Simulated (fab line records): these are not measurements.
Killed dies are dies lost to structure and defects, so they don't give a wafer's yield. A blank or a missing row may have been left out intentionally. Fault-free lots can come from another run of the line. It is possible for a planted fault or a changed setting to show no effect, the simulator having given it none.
Which tool is to blame? | flow nand harc | 6 lots (18 wafers sampled), 1 step of a 1302-step route

## WHAT THE GAUGES READ, wafer by wafer
NHARC_P_STI_INSPECT_25.
lot  | measured     | on                | raw defect count
L766 | day 5 15:43  | defect inspect-01 | 162 227 298
L777 | day 10 02:59 | defect inspect-02 | 232 176 166
L779 | day 11 00:35 | defect inspect-01 | 364 238 153
L781 | day 11 19:57 | defect inspect-01 | 361 263 114
L783 | day 12 18:39 | defect inspect-01 | 247 148 271
L785 | day 13 23:19 | defect inspect-02 | 219 269 197

## WHICH TOOL RAN EACH LOT (tool, then ch and the chambers of the sampled wafers, then the start)
The record shows no process step preceding these readings.

## THE ANSWER, worked out from the rows above alone
Rule: usual is defined by the lots themselves. Put in order of their means at a reading, lots are off if they are a third of the lots or fewer, leave a main group of 4 or more, and stand apart from it by a gap of 3 or more times the standard deviation of the main group's means; of several such gaps the widest counts. A main group whose means are all the same, to the digits that the tables above print for the reading, isn't used. A lot without any number at a reading at which 4 lots or more have one is off too. All remaining lots with rows at the step are treated as sound.
No lot is off at any reading shown: from this, nothing can be told.

## WHAT THE SIMULATOR PUT IN
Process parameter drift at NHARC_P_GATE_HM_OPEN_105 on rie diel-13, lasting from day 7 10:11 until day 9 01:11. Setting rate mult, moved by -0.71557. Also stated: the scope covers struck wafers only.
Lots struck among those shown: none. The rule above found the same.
